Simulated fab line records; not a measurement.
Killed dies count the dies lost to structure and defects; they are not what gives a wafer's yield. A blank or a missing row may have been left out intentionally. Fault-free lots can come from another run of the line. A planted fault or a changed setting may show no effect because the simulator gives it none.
Chamber matching	flow n5_finfet	N5_FIN_SAQP_SPACER2_ALD_28 on ald_sin-02: 4 sister chambers
The step deposits SiO2, target thk 8.1 nm, pulse time 1 s, purge time 2 s. 4 wafers are shown with their chamber, then 8 later ones without.

WAFERS WITH THEIR CHAMBER
wafer	chamber	heater_power_w (W)
L086.3	3	516
L091.2	2	467
L091.6	1	581
L094.2	0	453

WAFERS WHOSE CHAMBER IS MISSING
wafer	heater_power_w (W)
L094.4	475
L094.5	445
L095.4	582
L095.5	516
L095.6	469
L096.2	513
L096.4	445
L096.6	521

CHAMBER TAKEN BY EACH
wafer	from the rows above	in truth
L094.4	2	2
L094.5	0	0
L095.4	1	1
L095.5	3	3
L095.6	2	2
L096.2	3	3
L096.4	0	0
L096.6	3	3
Placed correctly: 8 of 8. Not placeable from these rows: 0. 0 placed wrongly.
How it was worked out, from the rows above alone: a wafer's distance from a chamber is the root of the sum, over the readings, of the square of ((its reading less the chamber's mean) divided by the reading's scatter). The wafer belongs to the nearest chamber; if the next one is less than 2 further off, it can't be placed. For every chamber, the mean is computed from those of its wafers that are shown. The scatter: root of mean squared gap, hidden wafer to nearest shown wafer, with one shown wafer a chamber.
